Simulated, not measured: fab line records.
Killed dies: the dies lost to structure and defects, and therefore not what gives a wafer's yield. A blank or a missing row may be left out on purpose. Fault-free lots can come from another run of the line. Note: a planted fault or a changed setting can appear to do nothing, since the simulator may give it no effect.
fab line records | flow n5Finfet | part 1 of 2: steps 1 to 21 of 28
[record] lots = 5 | wafers = 15 | lastDay = 17
route steps=1938 shown BEOL_M10@1490
lots that met no fault: from a run of the same line without faults
startH: start of the lot's first displayed wafer, in hours after the record's first day | waitH: how many hours have passed since the lot's step before this one | " as in the row above | L1.1+2: several wafers, shown together as one row | - no value, or no start was given | * or withheld: withheld | < > ~ a bound
route shown NAME@n: names a module that has steps shown in the file, with the first one's number in the route | usual: mean and standard deviation over wafers with no fault | same: alike in all rows | chamber/n: place in a boat | sites: readings site by site | _std_site: standard deviation across them | _edge_site: mean of outer sites minus mean of inner sites | radiusMm: how far each site lies from the wafer's centre | mask NAME#n: copy n | behind: the most recent tool/chamber to have shaped the wafer | hold: why the lot went on hold/how many hours it stayed there/how the hold came to an end | device: the transistor (n, p or np) that didn't switch | end of line: tests of these same wafers at the route's end | step lacking rows: just its recipe | killed: dies that structure and defects cost at the first sort, which is not the same as the wafer's yield | map: the dies of a wafer, with x for killed, . for not killed, _ for no die there
set.NAME: the run value of the setting; set.NAME@STEP: its run value at that earlier step | model.NAME: the simulator's own value behind a step, which no gauge read
lots at some steps of the route; a table a step, a row a wafer
services: when a tool's chamber went out of use (startH, in hours from the record's first day, below 0 if earlier), for how many hours, and the reason
[[steps]]
[step N5_BEOL_M10_STRIP_67]
[recipe] chemistry = CF4 | resist = SiARC | powerW = 300 | biasPowerW = 75 | pressureMtorr = 50 | cf4FlowSccm = 150 | rfFrequencyHz = 6e+07
[usual] drypumpMotorCurrentA = 5.9/0.49 | oesProductAu = 0.79/0.075 | rfVppV = 272.0/1.4 | showerheadPlenumPTorr = 1.83/0.051 | throttleValvePct = 13.59/0.24
lot.wafer | tool       | chamber | startH | waitH | drypumpMotorCurrentA | oesProductAu | rfHoursCounterH | rfVppV | showerheadPlenumPTorr | throttleValvePct
L076.3    | rieDiel-03 | 3       | 275.26 | 0.0   | 6.1                  | 0.73         | 192             | 269.8  | 1.78                  | 13.72
L076.4    | "          | 2       | "      | "     | 5.8                  | 0.83         | 65              | 272.5  | 1.89                  | 13.69
L076.6    | "          | 3       | "      | "     | 6.1                  | 0.73         | -               | 271.1  | 1.78                  | 13.73
L080.1    | rieDiel-05 | 1       | 282.52 | 0.0   | 4.9                  | 0.83         | 83              | 271.1  | 1.74                  | 13.37
L080.2    | "          | 0       | "      | "     | 5.7                  | 0.72         | 166             | 273.7  | 1.86                  | 13.79
L080.4    | "          | 2       | "      | "     | 5.9                  | 0.92         | 6               | 272.6  | 1.84                  | 13.06
L081.1    | rieDiel-05 | 1       | 292.58 | 0.0   | 4.9                  | 0.82         | 86              | 270.0  | 1.74                  | 13.36
L081.4    | "          | 0       | "      | "     | 5.7                  | 0.72         | 170             | 272.3  | 1.86                  | 13.80
L081.6    | "          | 2       | "      | "     | 6.0                  | 0.92         | -               | 271.3  | 1.84                  | 13.07
L091.1    | rieDiel-02 | 2       | 352.12 | 0.0   | 6.1                  | 0.84         | 51              | 274.1  | 1.89                  | 13.50
L091.3    | "          | 1       | "      | "     | 4.9                  | 0.81         | 97              | 269.6  | 1.74                  | 13.54
L091.4    | "          | 3       | "      | "     | 5.8                  | 0.77         | 154             | 274.1  | 1.87                  | 13.81
L094.1    | rieDiel-02 | 3       | 363.69 | 0.0   | 5.8                  | 0.77         | 158             | 272.5  | 1.86                  | 13.82
L094.3    | "          | 2       | "      | "     | 6.1                  | 0.84         | 55              | 271.9  | 1.89                  | 13.51
L094.4    | "          | 0       | "      | "     | 6.2                  | 0.69         | 246             | 273.5  | 1.84                  | 13.81
[step N5_BEOL_M10_HM_OPEN_17]
[recipe] chemistry = Cl2/BCl3 | targetDepthA = 200 | overetchA = 60 | target = TiN | maskMaterial = SOC | ionEnergyEv = 150 | pressureMtorr = 10 | icpW = 1000 | biasW = 126 | Cl2_flow_sccm = 53.25 | bcl3FlowSccm = 21.75 | Ar_flow_sccm = 25
[usual] drypumpMotorCurrentA = 5.5/0.4 | oesProductAu = 0.66/0.099 | throttleValvePct = 22.17/0.22
lot.wafer | tool        | chamber | startH | waitH | drypumpMotorCurrentA | oesProductAu | rfHoursCounterH | throttleValvePct
L076.3    | rieMetal-03 | 0       | 275.33 | 0.1   | 5.4                  | 0.78         | -               | 22.21
L076.4    | "           | 1       | "      | "     | 5.2                  | 0.71         | -               | 21.90
L076.6    | "           | 1       | "      | "     | 5.2                  | 0.72         | -               | 21.90
L080.1    | rieMetal-01 | 1       | 282.56 | 0.0   | 6.1                  | 0.56         | 94              | 22.22
L080.2    | "           | 0       | "      | "     | 5.1                  | 0.56         | 97              | 22.48
L080.4    | "           | 0       | "      | "     | 5.1                  | 0.56         | -               | 22.48
L081.1    | rieMetal-03 | 0       | 292.62 | 0.0   | 5.3                  | 0.77         | 9               | 22.21
L081.4    | "           | 0       | "      | "     | 5.4                  | 0.78         | -               | 22.23
L081.6    | "           | 0       | "      | "     | 5.3                  | 0.77         | -               | 22.22
L091.1    | rieMetal-02 | 0       | 352.16 | 0.0   | 5.3                  | 0.80         | 4               | 21.82
L091.3    | "           | 0       | "      | "     | 5.3                  | 0.80         | -               | 21.83
L091.4    | "           | 1       | "      | "     | 5.8                  | 0.75         | -               | 21.95
L094.1    | rieMetal-01 | 0       | 363.73 | 0.0   | 5.1                  | 0.54         | 104             | 22.47
L094.3    | "           | 1       | "      | "     | 6.1                  | 0.56         | -               | 22.23
L094.4    | "           | 0       | "      | "     | 5.1                  | 0.54         | -               | 22.50
[step N5_BEOL_M10_STRIP_19]
[recipe] chemistry = O2 | powerW = 400 | tempC = 40 | pressureMtorr = 30 | rfFrequencyHz = 6e+07 | biasPowerW = 0 | overashFraction = 0.2 | o2FlowSccm = 225
[usual] drypumpMotorCurrentA = 5.9/0.53 | o2FlowSccm = 224.9/0.69 | oesProductAu = 0.78/0.072 | rfVppV = 3.7/0.6 | showerheadPlenumPTorr = 2.14/0.058 | throttleValvePct = 16.66/0.2
lot.wafer | tool       | chamber | startH | waitH | drypumpMotorCurrentA | o2FlowSccm | oesProductAu | rfHoursCounterH | rfVppV | showerheadPlenumPTorr | throttleValvePct
L076.3    | rieDiel-03 | 1       | 275.49 | 0.1   | 6.7                  | 225.2      | 0.71         | 210             | 3.8    | 2.16                  | 16.45
L076.4    | "          | 3       | "      | "     | 6.1                  | 225.1      | 0.72         | 192             | 3.8    | 2.08                  | 16.80
L076.6    | "          | 3       | "      | "     | 6.1                  | 225.4      | 0.73         | -               | 3.8    | 2.08                  | 16.79
L080.1    | rieDiel-05 | 2       | 282.67 | 0.1   | 5.9                  | 225.4      | 0.94         | 6               | 4.1    | 2.16                  | 16.20
L080.2    | "          | 1       | "      | "     | 4.9                  | 224.9      | 0.84         | 84              | 5.3    | 2.05                  | 16.57
L080.4    | "          | 3       | "      | "     | 6.4                  | 226.0      | 0.69         | 227             | 4.1    | 2.16                  | 16.94
L081.1    | rieDiel-03 | 0       | 292.73 | 0.1   | 6.4                  | 225.5      | 0.85         | 43              | 4.1    | 2.14                  | 16.46
L081.4    | "          | 1       | "      | "     | 6.7                  | 225.2      | 0.69         | 217             | 3.5    | 2.16                  | 16.48
L081.6    | "          | 1       | "      | "     | 6.7                  | 224.7      | 0.70         | -               | 4.1    | 2.16                  | 16.45
L091.1    | rieDiel-02 | 3       | 352.29 | 0.1   | 5.8                  | 224.5      | 0.77         | 154             | 3.5    | 2.18                  | 16.86
L091.3    | "          | 2       | "      | "     | 6.1                  | 225.3      | 0.85         | 52              | 4.4    | 2.22                  | 16.65
L091.4    | "          | 0       | "      | "     | 6.2                  | 225.5      | 0.68         | 241             | 3.0    | 2.15                  | 16.77
L094.1    | rieDiel-05 | 0       | 363.84 | 0.1   | 5.7                  | 224.7      | 0.71         | 184             | 4.7    | 2.17                  | 16.87
L094.3    | "          | 2       | "      | "     | 5.9                  | 224.2      | 0.89         | 29              | 3.7    | 2.15                  | 16.27
L094.4    | "          | 1       | "      | "     | 4.9                  | 225.0      | 0.80         | -               | 4.2    | 2.04                  | 16.64
[step N5_BEOL_M10_CD_MEAS_18]
[recipe] pitchNm = 140 | targetCdNm = 70
[usual] cdNm = 69.7/0.48
lot.wafer | tool     | chamber | startH | waitH | cdNm
L076.3    | cdSem-03 | -       | 275.57 | 0.1   | 70.2
L076.4    | "        | -       | "      | "     | 69.6
L076.6    | "        | -       | "      | "     | 69.8
L080.1    | cdSem-02 | -       | 282.74 | 0.0   | 69.1
L080.2    | "        | -       | "      | "     | 69.3
L080.4    | "        | -       | "      | "     | 69.6
L081.1    | cdSem-02 | -       | 292.80 | 0.0   | 69.3
L081.4    | "        | -       | "      | "     | 69.8
L081.6    | "        | -       | "      | "     | 69.8
L091.1    | cdSem-03 | -       | 352.36 | 0.0   | 69.4
L091.3    | "        | -       | "      | "     | 70.1
L091.4    | "        | -       | "      | "     | 70.3
L094.1    | cdSem-03 | -       | 363.91 | 0.0   | 70.4
L094.3    | "        | -       | "      | "     | 69.5
L094.4    | "        | -       | "      | "     | 70.1
[step N5_BEOL_M10_COAT_63]
[recipe] resist = SOC | tempC = 250 | timeS = 60 | spinRpm = 1500 | resistThkNm = 100
[usual] dispensePressureKPa = 49/3.3
lot.wafer | tool          | chamber | startH | waitH | dispensePressureKPa
L076.3    | lithoTrack-03 | 0       | 275.60 | 0.0   | 46
L076.4    | "             | 0       | "      | "     | 46
L076.6    | "             | 0       | "      | "     | 46
L080.1    | lithoTrack-04 | 0       | 284.80 | 2.1   | 51
L080.2    | "             | 0       | "      | "     | 51
L080.4    | "             | 0       | "      | "     | 51
L081.1    | lithoTrack-01 | 0       | 294.95 | 2.1   | 53
L081.4    | "             | 0       | "      | "     | 53
L081.6    | "             | 0       | "      | "     | 53
L091.1    | lithoTrack-01 | 0       | 355.99 | 3.6   | 53
L091.3    | "             | 0       | "      | "     | 53
L091.4    | "             | 0       | "      | "     | 53
L094.1    | lithoTrack-01 | 0       | 367.14 | 3.2   | 53
L094.3    | "             | 0       | "      | "     | 53
L094.4    | "             | 0       | "      | "     | 53
[step N5_BEOL_M10_COAT_64]
[recipe] resist = SiARC | tempC = 220 | timeS = 60 | spinRpm = 1500 | resistThkNm = 30
[usual] dispensePressureKPa = 49/3.3
lot.wafer | tool          | chamber | startH | waitH | dispensePressureKPa
L076.3    | lithoTrack-03 | 0       | -      | -     | 45
L076.4    | "             | 0       | "      | "     | 46
L076.6    | "             | 0       | "      | "     | 45
L080.1    | lithoTrack-04 | 0       | -      | -     | 51
L080.2    | "             | 0       | "      | "     | 51
L080.4    | "             | 0       | "      | "     | 51
L081.1    | lithoTrack-01 | 0       | -      | -     | 53
L081.4    | "             | 0       | "      | "     | 53
L081.6    | "             | 0       | "      | "     | 53
L091.1    | lithoTrack-01 | 0       | -      | -     | 53
L091.3    | "             | 0       | "      | "     | 53
L091.4    | "             | 0       | "      | "     | 53
L094.1    | lithoTrack-01 | 0       | -      | -     | 53
L094.3    | "             | 0       | "      | "     | 53
L094.4    | "             | 0       | "      | "     | 53
[step N5_BEOL_M10_COAT_22]
[recipe] resist = CAR-ArF | spinRpm = 1500 | resistThkNm = 90
[usual] dispensePressureKPa = 49/3.3
lot.wafer | tool          | chamber | startH | waitH | dispensePressureKPa
L076.3    | lithoTrack-03 | 0       | -      | -     | 46
L076.4    | "             | 0       | "      | "     | 46
L076.6    | "             | 0       | "      | "     | 46
L080.1    | lithoTrack-04 | 0       | -      | -     | 51
L080.2    | "             | 0       | "      | "     | 51
L080.4    | "             | 0       | "      | "     | 51
L081.1    | lithoTrack-01 | 0       | -      | -     | 53
L081.4    | "             | 0       | "      | "     | 53
L081.6    | "             | 0       | "      | "     | 53
L091.1    | lithoTrack-01 | 0       | -      | -     | 53
L091.3    | "             | 0       | "      | "     | 53
L091.4    | "             | 0       | "      | "     | 53
L094.1    | lithoTrack-01 | 0       | -      | -     | 53
L094.3    | "             | 0       | "      | "     | 53
L094.4    | "             | 0       | "      | "     | 53
[step N5_BEOL_M10_EBR_24]
[recipe] solvent = PGMEA | ebrWidthMm = 1.5
lot.wafer  | tool          | chamber | startH | waitH
L076.3+4+6 | lithoTrack-03 | 0       | -      | -
L080.1+2+4 | lithoTrack-04 | 0       | -      | -
L081.1+4+6 | lithoTrack-01 | 0       | -      | -
L091.1+3+4 | lithoTrack-01 | 0       | -      | -
L094.1+3+4 | lithoTrack-01 | 0       | -      | -
[step N5_BEOL_M10_SOFTBAKE_23]
[recipe] tempC = 110 | timeS = 60 | resist = CAR-ArF
lot.wafer  | tool          | chamber | startH | waitH
L076.3+4+6 | lithoTrack-03 | 0       | -      | -
L080.1+2+4 | lithoTrack-04 | 0       | -      | -
L081.1+4+6 | lithoTrack-01 | 0       | -      | -
L091.1+3+4 | lithoTrack-01 | 0       | -      | -
L094.1+3+4 | lithoTrack-01 | 0       | -      | -
[step N5_BEOL_M10_EXPOSE_25]
[recipe] maskId = V9 | na = 1.35 | sourceShape = annular | sigmaInner = 0.5 | sigmaOuter = 0.8 | polarization = unpolarized | doseMj = 85.5
lot.wafer  | tool           | chamber | startH | waitH | mask
L076.3+4+6 | arfiScanner-02 | 0       | 275.86 | -     | V9#0
L080.1+2+4 | arfiScanner-01 | 0       | 285.04 | -     | V9#0
L081.1+4+6 | arfiScanner-01 | 0       | 295.07 | -     | V9#0
L091.1+3+4 | arfiScanner-02 | 0       | 356.11 | -     | V9#0
L094.1+3+4 | arfiScanner-02 | 0       | 367.38 | -     | V9#0
[step N5_BEOL_M10_PEB_26]
[recipe] pebTempC = withheld | pebTimeS = 60 | resist = CAR-ArF
lot.wafer  | tool          | chamber | startH | waitH
L076.3+4+6 | lithoTrack-04 | 0       | 275.91 | 0.0
L080.1+2+4 | lithoTrack-01 | 0       | 285.11 | 0.1
L081.1+4+6 | lithoTrack-04 | 0       | 295.14 | 0.1
L091.1+3+4 | lithoTrack-01 | 0       | 356.17 | 0.1
L094.1+3+4 | lithoTrack-01 | 0       | 367.44 | 0.1
[step N5_BEOL_M10_DEVELOP_27]
[recipe] developTimeS = 30 | developer = TMAH | resist = CAR-ArF | rinseLiquid = diw | dry = airSpin | devTempC = 23
lot.wafer  | tool          | chamber | startH | waitH
L076.3+4+6 | lithoTrack-04 | 0       | -      | -
L080.1+2+4 | lithoTrack-01 | 0       | -      | -
L081.1+4+6 | lithoTrack-04 | 0       | -      | -
L091.1+3+4 | lithoTrack-01 | 0       | -      | -
L094.1+3+4 | lithoTrack-01 | 0       | -      | -
[step N5_BEOL_M10_CD_MEAS_28]
[recipe] targetCdNm = 70 | landingEnergyEv = 500 | detector = seInlens | polarity = opening
[usual] cdNm = 70.0/0.73
lot.wafer | tool     | chamber | startH | waitH | cdNm
L076.3    | cdSem-03 | 0       | 275.98 | -     | 69.4
L076.4    | "        | 0       | "      | "     | 69.4
L076.6    | "        | 0       | "      | "     | 70.1
L080.1    | cdSem-02 | 0       | 285.18 | -     | 70.6
L080.2    | "        | 0       | "      | "     | 69.6
L080.4    | "        | 0       | "      | "     | 70.3
L081.1    | cdSem-02 | 0       | 295.20 | -     | 70.7
L081.4    | "        | 0       | "      | "     | 69.7
L081.6    | "        | 0       | "      | "     | 70.6
L091.1    | cdSem-02 | 0       | 356.24 | -     | 69.2
L091.3    | "        | 0       | "      | "     | 68.4
L091.4    | "        | 0       | "      | "     | 68.8
L094.1    | cdSem-03 | 0       | 367.51 | -     | 71.3
L094.3    | "        | 0       | "      | "     | 70.8
L094.4    | "        | 0       | "      | "     | 69.5
[step N5_BEOL_M10_OVL_MEAS_29]
[recipe] pointsPerWafer = 44
[usual] V9_OVL = -0.4/0.81
lot.wafer | tool       | chamber | startH | waitH | V9_OVL[nm]
L076.3    | overlay-01 | 0       | 276.02 | 0.0   | -0.8
L076.4    | "          | 0       | "      | "     | -1.2
L076.6    | "          | 0       | "      | "     | -0.1
L080.1    | overlay-01 | 0       | 285.21 | 0.0   | -1.8
L080.2    | "          | 0       | "      | "     | -1.2
L080.4    | "          | 0       | "      | "     | -0.8
L081.1    | overlay-01 | 0       | 295.26 | 0.1   | -0.6
L081.4    | "          | 0       | "      | "     | -0.6
L081.6    | "          | 0       | "      | "     | -0.3
L091.1    | overlay-02 | 0       | 356.27 | 0.0   | -2.6
L091.3    | "          | 0       | "      | "     | -1.7
L091.4    | "          | 0       | "      | "     | -1.5
L094.1    | overlay-02 | 0       | 367.54 | 0.0   | -0.7
L094.3    | "          | 0       | "      | "     | -0.4
L094.4    | "          | 0       | "      | "     | -1.0
[step N5_BEOL_M10_INSPECT_30]
[recipe] mode = adi | inspectInstrument = brightfield
[usual] rawDefectCount = 417/97
lot.wafer | tool             | chamber | startH | waitH | rawDefectCount
L076.3    | defectInspect-01 | -       | 276.05 | 0.0   | 421
L076.4    | "                | -       | "      | "     | 463
L076.6    | "                | -       | "      | "     | 405
L080.1    | defectInspect-01 | -       | 285.23 | 0.0   | 401
L080.2    | "                | -       | "      | "     | 339
L080.4    | "                | -       | "      | "     | 549
L081.1    | defectInspect-02 | -       | 295.28 | 0.0   | 233
L081.4    | "                | -       | "      | "     | 430
L081.6    | "                | -       | "      | "     | 257
L091.1    | defectInspect-02 | -       | 356.30 | 0.0   | 462
L091.3    | "                | -       | "      | "     | 426
L091.4    | "                | -       | "      | "     | 359
L094.1    | defectInspect-02 | -       | 367.56 | 0.0   | 666
L094.3    | "                | -       | "      | "     | 613
L094.4    | "                | -       | "      | "     | 596
[step N5_BEOL_M10_DESCUM_33]
[recipe] chemistry = O2 | timeS = 7.9 | sourcePowerW = 50 | biasPowerW = 20 | pressureMtorr = 20 | rfFrequencyHz = 2.712e+07 | tempC = 40 | resist = CAR-ArF | o2FlowSccm = 225
[usual] drypumpMotorCurrentA = 5.9/0.48 | o2FlowSccm = 225.0/0.73 | oesProductAu = 0.78/0.072 | rfVppV = 244.0/1.3 | showerheadPlenumPTorr = 2.14/0.058 | throttleValvePct = 20.46/0.18
lot.wafer | tool       | chamber | startH | waitH | drypumpMotorCurrentA | o2FlowSccm | oesProductAu | rfHoursCounterH | rfVppV | showerheadPlenumPTorr | throttleValvePct
L076.3    | rieDiel-02 | 3       | 276.80 | 0.8   | 5.8                  | 224.3      | 0.79         | 126             | 246.0  | 2.18                  | 20.59
L076.4    | "          | 2       | "      | "     | 6.0                  | 224.7      | 0.89         | 24              | 247.1  | 2.22                  | 20.40
L076.6    | "          | 2       | "      | "     | 6.0                  | 224.9      | 0.90         | -               | 244.9  | 2.22                  | 20.38
L080.1    | rieDiel-05 | 1       | 285.27 | 0.0   | 4.9                  | 224.9      | 0.84         | 84              | 242.5  | 2.04                  | 20.36
L080.2    | "          | 2       | "      | "     | 6.0                  | 225.3      | 0.94         | 7               | 244.4  | 2.15                  | 20.04
L080.4    | "          | 3       | "      | "     | 6.4                  | 225.0      | 0.69         | 228             | 243.9  | 2.15                  | 20.66
L081.1    | rieDiel-02 | 1       | 295.32 | 0.0   | 5.0                  | 224.2      | 0.83         | 76              | 243.9  | 2.04                  | 20.38
L081.4    | "          | 3       | "      | "     | 5.8                  | 226.0      | 0.79         | 131             | 245.6  | 2.18                  | 20.62
L081.6    | "          | 0       | "      | "     | 6.2                  | 225.5      | 0.70         | -               | 244.8  | 2.15                  | 20.45
L091.1    | rieDiel-05 | 1       | 356.33 | 0.0   | 4.9                  | 226.4      | 0.80         | 108             | 241.2  | 2.03                  | 20.40
L091.3    | "          | 3       | "      | "     | 6.4                  | 225.4      | 0.68         | 248             | 244.8  | 2.14                  | 20.69
L091.4    | "          | 3       | "      | "     | 6.4                  | 224.8      | 0.68         | -               | 245.2  | 2.14                  | 20.69
L094.1    | rieDiel-02 | 1       | 367.60 | 0.0   | 5.0                  | 225.9      | 0.81         | 102             | 241.6  | 2.03                  | 20.42
L094.3    | "          | 3       | "      | "     | 5.8                  | 223.0      | 0.77         | 160             | 245.7  | 2.17                  | 20.65
L094.4    | "          | 2       | "      | "     | 6.0                  | 225.2      | 0.84         | 57              | 244.9  | 2.21                  | 20.44
[step N5_BEOL_M10_ETCH_65]
[recipe] chemistry = CF4 | target = SiARC | targetDepthA = 390 | maskMaterial = CAR-ArF | timeS = 65 | ionEnergyEv = 80 | pressureMtorr = 40 | sourceW = 545 | biasW = 36 | Ar_flow_sccm = 100 | cf4FlowSccm = 100 | ends = cleared
[usual] drypumpMotorCurrentA = 5.9/0.48 | etchRfOnTimeS = 65.1/0.99 | oesProductAu = 0.66/0.058 | rfVppV = 184.6/1 | showerheadPlenumPTorr = 2.19/0.06 | throttleValvePct = 15.64/0.2
lot.wafer | tool       | chamber | startH | waitH | drypumpMotorCurrentA | etchRfOnTimeS | oesProductAu | rfHoursCounterH | rfVppV | showerheadPlenumPTorr | throttleValvePct
L076.3    | rieDiel-02 | 3       | 276.83 | 0.0   | 5.8                  | 63.6          | 0.69         | 126             | 185.7  | 2.24                  | 15.81
L076.4    | "          | 2       | "      | "     | 6.0                  | 65.5          | 0.75         | 24              | 186.8  | 2.27                  | 15.53
L076.6    | "          | 2       | "      | "     | 6.0                  | 65.3          | 0.75         | -               | 185.1  | 2.27                  | 15.55
L080.1    | rieDiel-05 | 1       | 285.30 | 0.0   | 4.9                  | 65.4          | 0.70         | 84              | 183.3  | 2.08                  | 15.42
L080.2    | "          | 2       | "      | "     | 5.9                  | 63.4          | 0.80         | 7               | 183.7  | 2.19                  | 15.11
L080.4    | "          | 3       | "      | "     | 6.4                  | 65.4          | 0.59         | 228             | 184.5  | 2.20                  | 15.90
L081.1    | rieDiel-02 | 1       | 295.35 | 0.0   | 5.0                  | 66.9          | 0.69         | 76              | 183.6  | 2.08                  | 15.52
L081.4    | "          | 3       | "      | "     | 5.8                  | 64.4          | 0.68         | 131             | 185.4  | 2.24                  | 15.81
L081.6    | "          | 0       | "      | "     | 6.2                  | 66.5          | 0.59         | -               | 185.9  | 2.21                  | 15.75
L091.1    | rieDiel-05 | 1       | 356.37 | 0.0   | 4.9                  | 66.3          | 0.68         | 108             | 181.2  | 2.07                  | 15.46
L091.3    | "          | 3       | "      | "     | 6.4                  | 65.4          | 0.58         | 248             | 185.5  | 2.19                  | 15.96
L091.4    | "          | 3       | "      | "     | 6.4                  | 65.7          | 0.58         | -               | 184.1  | 2.19                  | 15.94
L094.1    | rieDiel-02 | 1       | 367.63 | 0.0   | 5.0                  | 65.7          | 0.68         | 102             | 185.3  | 2.07                  | 15.56
L094.3    | "          | 3       | "      | "     | 5.8                  | 64.5          | 0.66         | 160             | 184.2  | 2.23                  | 15.87
L094.4    | "          | 2       | "      | "     | 6.1                  | 64.9          | 0.72         | 57              | 184.4  | 2.26                  | 15.59
[step N5_BEOL_M10_ETCH_66]
[recipe] chemistry = N2/H2 | target = SOC | targetDepthA = 1200 | overetchA = 240 | maskMaterial = SiARC | tempC = 40 | timeS = 180 | ionEnergyEv = 200 | pressureMtorr = 30 | sourceW = 840 | biasW = 150 | n2FlowSccm = 200 | h2FlowSccm = 200
[usual] drypumpMotorCurrentA = 5.9/0.48 | oesProductAu = 0.63/0.054 | rfVppV = 525.4/2.2 | showerheadPlenumPTorr = 2.60/0.074 | throttleValvePct = 17.85/0.23
lot.wafer | tool       | chamber | startH | waitH | drypumpMotorCurrentA | oesProductAu | rfHoursCounterH | rfVppV | showerheadPlenumPTorr | throttleValvePct
L076.3    | rieDiel-02 | 3       | 276.88 | 0.0   | 5.8                  | 0.65         | 126             | 526.9  | 2.66                  | 18.05
L076.4    | "          | 2       | "      | "     | 6.1                  | 0.72         | 24              | 527.5  | 2.71                  | 17.72
L076.6    | "          | 2       | "      | "     | 6.1                  | 0.72         | -               | 528.3  | 2.71                  | 17.71
L080.1    | rieDiel-05 | 1       | 285.35 | 0.0   | 4.9                  | 0.67         | 84              | 521.9  | 2.46                  | 17.53
L080.2    | "          | 2       | "      | "     | 5.9                  | 0.75         | 7               | 524.8  | 2.60                  | 17.31
L080.4    | "          | 3       | "      | "     | 6.4                  | 0.56         | 228             | 526.6  | 2.61                  | 17.97
L081.1    | rieDiel-02 | 1       | 295.40 | 0.0   | 5.0                  | 0.66         | 76              | 523.3  | 2.48                  | 17.88
L081.4    | "          | 3       | "      | "     | 5.8                  | 0.64         | 131             | 527.1  | 2.66                  | 18.05
L081.6    | "          | 0       | "      | "     | 6.2                  | 0.57         | -               | 525.3  | 2.62                  | 17.90
L091.1    | rieDiel-05 | 1       | 356.42 | 0.0   | 4.9                  | 0.65         | 108             | 520.7  | 2.45                  | 17.57
L091.3    | "          | 3       | "      | "     | 6.4                  | 0.56         | 248             | 525.3  | 2.60                  | 18.00
L091.4    | "          | 3       | "      | "     | 6.4                  | 0.54         | -               | 524.7  | 2.60                  | 18.00
L094.1    | rieDiel-02 | 1       | 367.68 | 0.0   | 5.0                  | 0.65         | 102             | 521.3  | 2.47                  | 17.91
L094.3    | "          | 3       | "      | "     | 5.8                  | 0.62         | 160             | 527.4  | 2.65                  | 18.11
L094.4    | "          | 2       | "      | "     | 6.1                  | 0.68         | 57              | 528.5  | 2.69                  | 17.78
[step N5_BEOL_M10_STRIP_69]
[recipe] chemistry = N2/H2 | tempC = 40 | n2FlowSccm = 200 | h2FlowSccm = 200 | rfFrequencyHz = 6e+07
lot.wafer  | tool       | chamber | startH | waitH
L076.3+4+6 | rieDiel-02 | 3,2,2   | 277.00 | 0.1
L080.1+2+4 | rieDiel-05 | 1,2,3   | 285.46 | 0.1
L081.1+4+6 | rieDiel-02 | 1,3,0   | 295.51 | 0.1
L091.1+3+4 | rieDiel-05 | 1,3,3   | 356.53 | 0.1
L094.1+3+4 | rieDiel-02 | 1,3,2   | 367.80 | 0.1
[step N5_BEOL_M10_VIA_ETCH_34]
[recipe] chemistry = C4F6/O2 | target = SiCOH_lowk | targetDepthA = 1845 | maskMaterial = SOC | taperDeg = 4 | timeS = 69.2 | ionEnergyEv = 250 | pressureMtorr = 30 | sourceW = 345 | biasW = 185 | Ar_flow_sccm = 300 | C4F6_flow_sccm = 10 | O2_flow_sccm = 10
[usual] drypumpMotorCurrentA = 5.9/0.48 | oesProductAu = 0.78/0.07 | rfVppV = 670/7.7 | showerheadPlenumPTorr = 2.91/0.081 | throttleValvePct = 20.94/0.21
lot.wafer | tool       | chamber | startH | waitH | drypumpMotorCurrentA | oesProductAu | rfHoursCounterH | rfVppV | showerheadPlenumPTorr | throttleValvePct
L076.3    | rieDiel-02 | 3       | 277.01 | 0.0   | 5.8                  | 0.79         | 126             | 678    | 2.98                  | 21.14
L076.4    | "          | 2       | "      | "     | 6.1                  | 0.89         | 24              | 674    | 3.03                  | 20.92
L076.6    | "          | 2       | "      | "     | 6.1                  | 0.88         | -               | 674    | 3.03                  | 20.93
L080.1    | rieDiel-05 | 1       | 285.47 | 0.0   | 4.9                  | 0.82         | 84              | 660    | 2.77                  | 20.77
L080.2    | "          | 2       | "      | "     | 5.9                  | 0.94         | 7               | 670    | 2.90                  | 20.40
L080.4    | "          | 3       | "      | "     | 6.4                  | 0.69         | 228             | 669    | 2.92                  | 21.15
L081.1    | rieDiel-02 | 1       | 295.52 | 0.0   | 5.0                  | 0.82         | 76              | 660    | 2.76                  | 20.81
L081.4    | "          | 3       | "      | "     | 5.8                  | 0.79         | 131             | 675    | 2.97                  | 21.13
L081.6    | "          | 0       | "      | "     | 6.2                  | 0.70         | -               | 681    | 2.94                  | 21.02
L091.1    | rieDiel-05 | 1       | 356.54 | 0.0   | 4.9                  | 0.80         | 109             | 658    | 2.76                  | 20.80
L091.3    | "          | 3       | "      | "     | 6.4                  | 0.68         | 248             | 670    | 2.92                  | 21.18
L091.4    | "          | 3       | "      | "     | 6.4                  | 0.67         | -               | 668    | 2.92                  | 21.18
L094.1    | rieDiel-02 | 1       | 367.81 | 0.0   | 5.0                  | 0.80         | 102             | 659    | 2.75                  | 20.85
L094.3    | "          | 3       | "      | "     | 5.8                  | 0.77         | 160             | 677    | 2.96                  | 21.19
L094.4    | "          | 2       | "      | "     | 6.1                  | 0.84         | 57              | 673    | 3.01                  | 20.99
[step N5_BEOL_M10_STRIP_73]
[recipe] chemistry = C4F6/O2 | resist = SiARC | rfFrequencyHz = 6e+07
lot.wafer  | tool       | chamber | startH | waitH
L076.3+4+6 | rieDiel-02 | 3,2,2   | 277.06 | 0.0
L080.1+2+4 | rieDiel-05 | 1,2,3   | 285.53 | 0.0
L081.1+4+6 | rieDiel-02 | 1,3,0   | 295.58 | 0.0
L091.1+3+4 | rieDiel-05 | 1,3,3   | 356.59 | 0.0
L094.1+3+4 | rieDiel-02 | 1,3,2   | 367.86 | 0.0
